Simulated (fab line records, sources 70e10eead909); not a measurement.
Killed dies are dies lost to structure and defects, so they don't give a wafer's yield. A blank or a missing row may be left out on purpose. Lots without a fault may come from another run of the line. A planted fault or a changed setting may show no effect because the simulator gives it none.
fab line records | flow nand_harc
record lots=14 wafers=42 last_day=34
route steps=1302 shown A_ONON_D1@426 THIN_TSV@1270 END@1302
lots that met no fault: from a run of the same line without faults
start_h: hours from the record's first day to the start of the lot's first wafer shown | wait_h: hours since the lot's step before | " the same as in the row above | L1.1+2: a row that stands for several wafers | - no value, or no start given | * or withheld: withheld | < > ~ a bound
route shown NAME@n: a module of which the file shows steps, and the number in the route of the first | usual: mean/standard deviation of fault-free wafers | same: alike in all rows | chamber/n: place in a boat | sites: the reading at each site | _std_site: their standard deviation | _edge_site: outer sites' mean less inner sites' | radius_mm: how far each site lies from the wafer's centre | mask NAME#n: copy n | behind: the tool/chamber that last shaped the wafer | hold: why the lot was held/for how many hours/how that ended | device: the transistor (n, p or np) that didn't switch | end of line: the same wafers' tests at the end of the route | a step without rows: its recipe alone | killed: dies lost to structure and defects at the first sort, not the wafer's yield | map: a wafer's dies, x killed, . not, _ none there
set.NAME: the setting as run; set.NAME@STEP: as run at that earlier step | model.NAME: the simulator's own value behind a step, which no gauge read
steps of the route over a sample of lots; a table a step, a row a wafer
services: from which hour (start_h, from the record's first day; less than 0 if before it) a tool's chamber was out of use, for how many hours, and why
## steps
# step NHARC_A_ONON_D1_DEP_03
# recipe target_thk_a=10000 n2_flow_sccm=2750 n2o_flow_sccm=2000 nh3_flow_sccm=500 sih4_flow_sccm=210 temp_c=400
# usual n2o_flow_sccm=2001/5.8
# columns lot.wafer tool chamber start_h wait_h n2o_flow_sccm
L774.4 pecvd_onon-02 0 159.91 0.2 1997
L774.5 " 0 " " 2000
L774.6 " 0 " " 2006
L777.1 pecvd_onon-01 0 190.37 0.1 2004
L777.2 " 0 " " 1995
L777.3 " 0 " " 1998
L780.1 pecvd_onon-04 0 217.35 0.1 2001
L780.3 " 0 " " 1999
L780.5 " 0 " " 1999
L782.1 pecvd_onon-04 0 236.39 0.1 1995
L782.3 " 0 " " 1998
L782.6 " 0 " " 1992
L784.2 pecvd_onon-02 0 259.13 0.1 1998
L784.5 " 0 " " 1997
L784.6 " 0 " " 2010
L788.2 pecvd_onon-02 0 309.84 0.1 2008
L788.4 " 0 " " 2000
L788.5 " 0 " " 2001
L789.2 pecvd_onon-04 0 309.85 0.1 2003
L789.4 " 0 " " 1994
L789.5 " 0 " " 2003
L790.3 pecvd_onon-02 0 326.89 0.2 2000
L790.4 " 0 " " 1995
L790.6 " 0 " " 1999
L792.2 pecvd_onon-04 0 336.97 0.1 2006
L792.4 " 0 " " 2005
L792.6 " 0 " " 1999
L791.3 pecvd_onon-01 0 337.04 0.2 2003
L791.4 " 0 " " 2007
L791.6 " 0 " " 1997
L793.2 pecvd_onon-01 0 346.86 0.1 2000
L793.5 " 0 " " 2005
L793.6 " 0 " " 1995
L794.2 pecvd_onon-01 0 364.85 0.1 2002
L794.4 " 0 " " 1998
L794.6 " 0 " " 1993
L795.2 pecvd_onon-01 0 373.77 0.1 1995
L795.4 " 0 " " 1996
L795.6 " 0 " " 2011
L797.2 pecvd_onon-04 0 394.09 0.1 2003
L797.4 " 0 " " 2002
L797.6 " 0 " " 2000
# step NHARC_THIN_TSV_DEGAS_49
# recipe temp_c=300 time_s=120
# usual heater_power_w=451/28
# columns lot.wafer tool chamber start_h wait_h heater_power_w
L774.4 pvd_sputter-01 - 550.48 0.1 465
L774.5 " - " " 456
L774.6 " - " " 454
L777.3 pvd_sputter-02 - 584.63 0.1 456
L777.2 " - " " 435
L777.1 " - " " 434
L780.1 pvd_sputter-01 - 592.62 0.2 464
L780.3 " - " " 465
L780.5 " - " " 442
L782.1 pvd_sputter-01 - 618.31 0.1 440
L782.3 " - " " 460
L782.6 " - " " 464
L784.2 pvd_sputter-03 - 652.46 0.2 452
L784.5 " - " " 471
L784.6 " - " " 425
L789.2 pvd_sputter-01 - 692.39 0.2 441
L789.4 " - " " 467
L789.5 " - " " 457
L788.4 pvd_sputter-02 - 693.73 0.1 521
L788.2 " - " " 458
L788.5 " - " " 465
L790.4 pvd_sputter-03 - 712.59 0.1 460
L790.3 " - " " 402
L790.6 " - " " 450
L791.4 pvd_sputter-02 - 727.68 0.1 456
L791.3 " - " " 525
L791.6 " - " " 417
L793.2 pvd_sputter-01 - 730.38 0.4 426
L793.5 " - " " 474
L793.6 " - " " 455
L792.4 pvd_sputter-03 - 732.10 0.1 416
L792.2 " - " " 474
L792.6 " - " " 476
L794.4 pvd_sputter-01 - 749.90 0.1 452
L794.2 " - " " 434
L794.6 " - " " 453
L795.4 pvd_sputter-02 - 766.14 0.1 463
L795.2 " - " " 408
L795.6 " - " " 437
L797.4 pvd_sputter-02 - 791.52 0.1 514
L797.2 " - " " 456
L797.6 " - " " 415
# step NHARC_THIN_TSV_PVD_19
# recipe target_thk_a=200 chamber_pressure_pa=5 material=TaN
# usual throttle_valve_pct=30.3/0.99
# columns lot.wafer tool chamber start_h wait_h throttle_valve_pct
L774.4 pvd_sputter-01 - - - 30.6
L774.5 " - " " 32.2
L774.6 " - " " 30.6
L777.2 pvd_sputter-02 - - - 30.5
L777.3 " - " " 30.6
L777.1 " - " " 29.5
L780.1 pvd_sputter-01 - - - 31.3
L780.3 " - " " 30.2
L780.5 " - " " 31.7
L782.1 pvd_sputter-01 - - - 30.1
L782.3 " - " " 30.2
L782.6 " - " " 30.2
L784.2 pvd_sputter-03 - - - 30.6
L784.6 " - " " 31.0
L784.5 " - " " 31.1
L789.4 pvd_sputter-01 - - - 30.2
L789.2 " - " " 31.3
L789.5 " - " " 30.0
L788.2 pvd_sputter-02 - - - 28.8
L788.4 " - " " 30.2
L788.5 " - " " 29.4
L790.3 pvd_sputter-03 - - - 28.1
L790.4 " - " " 30.7
L790.6 " - " " 30.5
L791.3 pvd_sputter-02 - - - 30.4
L791.4 " - " " 28.8
L791.6 " - " " 29.7
L793.2 pvd_sputter-01 - - - 30.2
L793.5 " - " " 31.8
L793.6 " - " " 30.2
L792.2 pvd_sputter-03 - - - 30.0
L792.4 " - " " 30.7
L792.6 " - " " 30.0
L794.4 pvd_sputter-01 - - - 30.3
L794.2 " - " " 30.0
L794.6 " - " " 31.6
L795.2 pvd_sputter-02 - - - 30.0
L795.4 " - " " 28.8
L795.6 " - " " 30.1
L797.2 pvd_sputter-02 - - - 29.0
L797.4 " - " " 29.6
L797.6 " - " " 30.3
# step NHARC_THIN_TSV_CD_MEAS_33
# recipe target_cd_nm=5000 landing_energy_ev=500
# usual cd_nm=5000.0/1.6
# columns lot.wafer tool chamber start_h wait_h cd_nm
L774.4 cd_sem-03 0 553.61 - 4998.0
L774.5 " 0 " " 5000.2
L774.6 " 0 " " 4999.6
L777.1 cd_sem-02 0 587.75 - 5001.3
L777.2 " 0 " " 5001.8
L777.3 " 0 " " 5001.7
L780.1 cd_sem-02 0 595.74 - 4998.5
L780.3 " 0 " " 4999.1
L780.5 " 0 " " 5000.4
L782.1 cd_sem-02 0 621.43 - 5002.6
L782.3 " 0 " " 4999.7
L782.6 " 0 " " 5002.6
L784.2 cd_sem-02 0 655.56 - 4997.2
L784.5 " 0 " " 4997.1
L784.6 " 0 " " 4998.6
L789.2 cd_sem-02 0 695.50 - 4999.3
L789.4 " 0 " " 5000.0
L789.5 " 0 " " 4999.2
L788.2 cd_sem-03 0 696.84 - 5001.5
L788.4 " 0 " " 5000.5
L788.5 " 0 " " 5002.3
L790.3 cd_sem-02 0 715.72 - 5001.6
L790.4 " 0 " " 5003.2
L790.6 " 0 " " 5001.6
L791.3 cd_sem-02 0 730.72 - 4999.8
L791.4 " 0 " " 4997.5
L791.6 " 0 " " 4998.6
L793.2 cd_sem-02 0 733.59 - 4999.3
L793.5 " 0 " " 4999.3
L793.6 " 0 " " 4999.3
L792.2 cd_sem-02 0 735.26 - 4999.9
L792.4 " 0 " " 5000.1
L792.6 " 0 " " 4998.2
L794.2 cd_sem-01 0 753.13 - 4998.6
L794.4 " 0 " " 4998.3
L794.6 " 0 " " 4999.1
L795.2 cd_sem-02 0 769.13 - 5000.5
L795.4 " 0 " " 5001.7
L795.6 " 0 " " 5000.9
L797.2 cd_sem-01 0 794.66 - 4999.6
L797.4 " 0 " " 5000.4
L797.6 " 0 " " 5001.5
# step NHARC_END_SORT_01
# recipe temp_c=25
# usual killed_at_array=52/19 killed_at_other=0.8/1 killed_at_periphery=3.7/2.5 killed_dies=56/19 killed_open=3.5/2 killed_short=2.2/1.4
# same gross_dies=677
# columns lot.wafer tool chamber start_h wait_h killed_at_array killed_at_other killed_at_periphery killed_dies killed_open killed_short
L780.1 prober-01 0 605.22 2.5 124 1 5 130 4 3
L780.3 prober-01 0 606.81 3.1 119 0 4 123 4 1
L780.5 prober-01 0 608.40 3.7 98 0 6 104 1 0
L782.1 prober-02 0 630.64 2.5 118 1 2 121 5 2
L782.3 prober-02 0 632.24 3.1 112 0 3 115 5 4
L782.6 prober-02 0 634.63 4.0 130 1 3 134 4 1
L793.2 prober-01 0 741.02 2.8 78 0 3 81 2 3
L793.5 prober-01 0 743.42 3.7 62 0 7 69 4 1
L793.6 prober-01 0 744.22 4.0 70 0 8 78 1 1
# killed by level:class
L780.1 A_ONON_D1:unspecified=77 A_SLIT:chamber_film_flake=26 A_CHANNEL_HOLE_D2:chamber_film_flake=8 A_CHANNEL_HOLE_D1:chamber_film_flake=3 A_CONTACT:chamber_film_flake=3 A_DECK1_JOINT:geometric_particle:short=2 P_M2:chamber_film_flake=2 P_STI:geometric_particle:open=1
L780.3 A_ONON_D1:unspecified=71 A_SLIT:chamber_film_flake=29 A_CHANNEL_HOLE_D2:chamber_film_flake=9 A_CHANNEL_HOLE_D1:chamber_film_flake=3 P_M2:chamber_film_flake=2 A_CONTACT:chamber_film_flake=2 P_CONTACT:geometric_particle:open=1 A_ONON_D1:geometric_particle:open=1
L780.5 A_ONON_D1:unspecified=69 A_SLIT:chamber_film_flake=18 A_CHANNEL_HOLE_D2:chamber_film_flake=7 P_M2:chamber_film_flake=4 A_CONTACT:chamber_film_flake=2 P_M2:geometric_particle:open=1 P_STI:chamber_film_flake=1 A_CHANNEL_HOLE_D1:chamber_film_flake=1
L782.1 A_ONON_D1:unspecified=75 A_CHANNEL_HOLE_D2:chamber_film_flake=17 A_CHANNEL_HOLE_D1:chamber_film_flake=15 A_CONTACT:chamber_film_flake=4 A_DECK1_JOINT:geometric_particle:open=2 A_BLC:geometric_particle:open=2 P_CONTACT:geometric_particle:short=1 A_SOURCE_PLATE:geometric_particle:open=1
L782.3 A_ONON_D1:unspecified=71 A_CHANNEL_HOLE_D1:chamber_film_flake=15 A_CHANNEL_HOLE_D2:chamber_film_flake=12 A_CONTACT:chamber_film_flake=3 P_GATE:chamber_film_flake=2 P_GATE:geometric_particle:short=1 A_ONON_D1:geometric_particle:open=1 A_CHANNEL_FILL_D1:geometric_particle:open=1
L782.6 A_ONON_D1:unspecified=75 A_CHANNEL_HOLE_D1:chamber_film_flake=24 A_CHANNEL_HOLE_D2:chamber_film_flake=15 A_CONTACT:chamber_film_flake=8 A_STAIRCASE:chamber_film_flake=4 A_ONON_D2:geometric_particle:open=2 P_BONDPAD:geometric_particle:open=1 A_ONON_D1:geometric_particle:open=1
L793.2 A_SLIT:chamber_film_flake=35 A_CHANNEL_HOLE_D1:chamber_film_flake=31 A_WL_FILL:chamber_film_flake=4 A_ONON_D2:geometric_particle:short=2 P_GATE:chamber_film_flake=2 A_CONTACT:chamber_film_flake=2 A_ONON_D1:geometric_particle:open=1 A_WL_FILL:geometric_particle:short=1
L793.5 A_SLIT:chamber_film_flake=33 A_CHANNEL_HOLE_D1:chamber_film_flake=15 A_CONTACT:chamber_film_flake=5 P_GATE:chamber_film_flake=4 A_STAIRCASE:chamber_film_flake=3 A_WL_FILL:chamber_film_flake=2 P_CONTACT:geometric_particle:short=1 P_M0:geometric_particle:open=1
L793.6 A_CHANNEL_HOLE_D1:chamber_film_flake=32 A_SLIT:chamber_film_flake=32 A_CONTACT:chamber_film_flake=4 P_GATE:chamber_film_flake=3 P_CONTACT:chamber_film_flake=3 P_CONTACT:geometric_particle:short=1 P_CONTACT:geometric_particle:open=1 A_STAIRCASE:chamber_film_flake=1
## services
# columns tool chamber start_h hours kind
pvd_sputter-01 - 159.21 14.6 repair
pvd_sputter-03 - 159.56 3.2 repair
pvd_sputter-03 - 176.46 10.0 pm
pvd_sputter-01 - 178.68 1.8 repair
pvd_sputter-01 - 226.00 10.0 pm
pvd_sputter-03 - 264.44 3.5 repair
pecvd_onon-01 - 269.21 13.0 pm
pvd_sputter-02 - 282.96 10.0 pm
pvd_sputter-03 - 304.58 1.9 repair
pvd_sputter-03 - 354.46 10.0 pm
pvd_sputter-01 - 404.00 10.0 pm
pvd_sputter-02 - 460.96 10.0 pm
pvd_sputter-01 - 472.15 1.6 repair
pvd_sputter-03 - 528.42 14.0 repair
pvd_sputter-01 - 532.59 4.6 repair
pvd_sputter-03 - 542.46 10.0 pm
pvd_sputter-01 - 582.00 10.0 pm
pvd_sputter-02 - 622.18 5.3 repair
pvd_sputter-02 - 638.96 10.0 pm
pvd_sputter-02 - 716.03 7.7 repair
pvd_sputter-03 - 720.46 10.0 pm
pvd_sputter-02 - 728.91 9.7 repair
pvd_sputter-02 - 745.78 5.2 repair
pvd_sputter-01 - 760.00 10.0 pm
## key
first_sign step=NHARC_END_SORT_01 reading=killed_at_array direction=up sigmas=3.5 usual=52 struck=117
effect step=NHARC_END_SORT_01 reading=killed_dies direction=up sigmas=3.5 usual=56 struck=121
more_kills_born_at NHARC_A_ONON_D1_DEP_03@pecvd_onon-04=438
met_at NHARC_A_ONON_D1_DEP_03
struck_lots L780,L782
tester_left_out L780,L782
not_acting_at NHARC_THIN_TSV_DEGAS_49,NHARC_THIN_TSV_PVD_19,NHARC_THIN_TSV_CD_MEAS_33
fault kind=chamber_particle_source tool=pecvd_onon-04 chamber=- onset_h=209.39 steps=NHARC_A_ONON_D1_DEP_03 rate_per_visit_cm2=1.3021 end_h=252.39
# tester_left_out: of these lots the tester's yield and bins aren't shown, on N5 and GAA mostly nor the transistor test; their killed dies are dies lost to structure and defects alone, not to doping, threshold or leakage, so they don't give the yield
